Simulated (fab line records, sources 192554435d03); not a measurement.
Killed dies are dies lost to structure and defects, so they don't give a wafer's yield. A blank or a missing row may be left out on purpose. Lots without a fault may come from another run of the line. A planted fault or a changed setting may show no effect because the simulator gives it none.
One fault seen from 2 desks | flow n5_finfet | each desk has only its own numbers; what lay behind them comes last

THE METROLOGY DESK
What the gauges read, lot by lot, whatever tool the lot ran on: means of the sampled wafers that have a number. A lot is out of limits, marked OUT, if its mean lies more than 4 standard deviations from the usual mean; the brackets give that distance. Of its 11 readings 7 are shown: those that lie furthest out on some lot.
Columns: A = IOFF_P at N5_BEOL_M4_RC_MEAS_101, usual 0.201 nA/um; B = ION_N at N5_BEOL_M4_RC_MEAS_101, usual 672 uA/um; C = ION_P at N5_BEOL_M4_RC_MEAS_101, usual 460 uA/um; D = SS_N at N5_BEOL_M4_RC_MEAS_101, usual 71.6 mV/dec; E = SS_P at N5_BEOL_M4_RC_MEAS_101, usual 73.1 mV/dec; F = VT_N at N5_BEOL_M4_RC_MEAS_101, usual 250.0 mV; G = VT_P at N5_BEOL_M4_RC_MEAS_101, usual -251.6 mV
lot  | first seen here | A     | B   | C   | D    | E    | F     | G
L263 | day 6 03:31     | 0.225 | 673 | 461 | 71.9 | 74.0 | 247.9 | -250.8
L268 | day 7 08:46     | 0.192 | 667 | 456 | 71.6 | 73.5 | 251.9 | -253.8
L269 | day 7 16:23     | 0.176 | 670 | 456 | 71.6 | 73.1 | 251.1 | -253.8
L275 | day 9 10:46     | 0.184 | 672 | 462 | 71.2 | 72.5 | 250.3 | -253.2
L276 | day 9 18:28     | 0.229 | 675 | 465 | 71.6 | 73.4 | 250.1 | -249.4
L278 | day 10 02:06    | 0.231 | 674 | 468 | 71.8 | 73.5 | 248.8 | -246.1
L281 | day 10 11:12    | 0.145 | 666 | 450 | 71.3 | 73.1 | 253.2 | -257.6
L282 | day 11 03:31    | 0.210 | 675 | 461 | 72.4 | 73.9 | 249.2 | -251.0
L285 | day 11 21:55    | 0.183 | 672 | 455 | 71.2 | 73.2 | 250.5 | -253.2
L286 | day 12 01:24    | 0.184 | 657 | 455 | 71.3 | 72.9 | 254.4 | -252.7
This desk's finding: nothing out of limits on any of the 10 lots.

THE TOOL OWNER'S DESK: rie_diel-03
The tool's own readings at N5_BEOL_M1_ETCH_63 (etches SiARC in CF4, target depth 15.6 nm, time 26 s): means of the sampled wafers that have a number, for each lot that ran on this tool. A lot is out of limits, marked OUT, if its mean lies more than 4 standard deviations from the usual mean; the brackets give that distance.
Columns: A = drypump_motor_current_A at N5_BEOL_M1_ETCH_63, usual 5.9 A; B = etch_rf_on_time_s at N5_BEOL_M1_ETCH_63, usual 25.7 s; C = oes_product_au at N5_BEOL_M1_ETCH_63, usual 0.68 a.u.; D = rf_fwd_power_W at N5_BEOL_M1_ETCH_63, usual 532.0 W; E = rf_vpp_V at N5_BEOL_M1_ETCH_63, usual 184.2 V; F = showerhead_plenum_p_Torr at N5_BEOL_M1_ETCH_63, usual 2.16 Torr; G = throttle_valve_pct at N5_BEOL_M1_ETCH_63, usual 15.57 %
lot  | first seen here | A   | B               | C    | D     | E     | F    | G
L268 | day 7 09:01     | 5.7 | 25.9            | 0.69 | 534.2 | 184.4 | 2.16 | 15.47
L275 | day 9 10:57     | 6.3 | 30.0 (+13) OUT  | 0.64 | 529.4 | 185.5 | 2.25 | 15.48
L276 | day 9 18:37     | 5.7 | 27.3 (+4.8) OUT | 0.65 | 532.1 | 184.4 | 2.15 | 15.50
L278 | day 10 03:26    | 5.6 | 30.3 (+14) OUT  | 0.57 | 532.6 | 183.6 | 2.15 | 15.64
This desk's finding: out of limits on L275, L276, L278; first on L275, day 9 10:57 (etch_rf_on_time_s at N5_BEOL_M1_ETCH_63). In limits: L268.

PUT TOGETHER
The tool owner's desk could have raised an alarm at day 9 10:57, on L275, L276, L278.
The metrology desk saw nothing out of limits.
The metrology desk has L275, L276, L278 on record, within its limits.
Of the lots named, all ran N5_BEOL_M1_ETCH_63 on rie_diel-03.

WHAT THE SIMULATOR HAD PUT IN
Process parameter drift: rie_diel-03, from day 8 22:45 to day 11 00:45, at N5_BEOL_M1_ETCH_63. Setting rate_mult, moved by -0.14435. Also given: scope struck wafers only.
Lots struck among those shown: L275, L276, L278.
Hours from the fault's start to each desk's first reading out of limits: the tool owner's desk, 12.
